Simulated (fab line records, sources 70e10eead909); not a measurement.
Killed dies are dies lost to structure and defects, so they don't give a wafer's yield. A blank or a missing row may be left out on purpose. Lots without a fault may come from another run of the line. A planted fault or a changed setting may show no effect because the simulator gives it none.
Chamber matching | flow nand_harc | NHARC_P_GATE_ETCH_32 on rie_si-03: 4 sister chambers
The step etches the open film in HBr/Cl2, target depth 150 nm, time 100.1 s. 8 wafers are shown with their chamber, then 10 later ones without.

WAFERS WITH THEIR CHAMBER
wafer  | chamber | drypump_motor_current_A (A) | oes_product_au (a.u.)
L077.4 | 1       | 5.3                         | 0.999
L078.3 | 1       | 5.3                         | 1.013
L084.2 | 0       | 5.8                         | 0.996
L088.1 | 0       | 5.8                         | 1.012
L088.2 | 2       | 6.0                         | 0.998
L088.3 | 3       | 5.9                         | 0.995
L086.1 | 2       | 6.1                         | 1.004
L086.2 | 3       | 5.9                         | 0.989

WAFERS WITHOUT THEIR CHAMBER
wafer  | drypump_motor_current_A (A) | oes_product_au (a.u.)
L086.6 | 5.9                         | 0.989
L091.3 | 5.8                         | 1.018
L091.5 | 5.3                         | 1.016
L091.6 | 5.8                         | 1.000
L092.3 | 6.0                         | 0.996
L092.5 | 5.3                         | 1.000
L092.6 | 6.0                         | 0.995
L094.1 | 5.9                         | 0.994
L094.2 | 6.0                         | 1.000
L094.3 | 5.3                         | 1.003

WHICH CHAMBER EACH WENT THROUGH
wafer  | from the rows above     | in truth
L086.6 | 3                       | 3
L091.3 | 0                       | 0
L091.5 | 1                       | 1
L091.6 | 0                       | 0
L092.3 | can't be placed: 2 or 3 | 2
L092.5 | 1                       | 1
L092.6 | can't be placed: 2 or 3 | 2
L094.1 | 3                       | 3
L094.2 | can't be placed: 2 or 3 | 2
L094.3 | 1                       | 1
Placed correctly: 7 of 10. Can't be placed from these rows: 3 (the true chamber is among the candidates in 3). Placed wrongly: 0.
How it was worked out, from the rows above alone: a wafer's distance from a chamber is the root of the sum, over the readings, of the square of ((its reading less the chamber's mean) divided by the reading's scatter). The wafer belongs to the nearest chamber; if the next one is less than 2 further off, it can't be placed. A chamber's mean is the mean of its shown wafers. The scatter: the root of (the sum of the squares of (reading less its chamber's mean) over the shown wafers, divided by (wafers less chambers)).
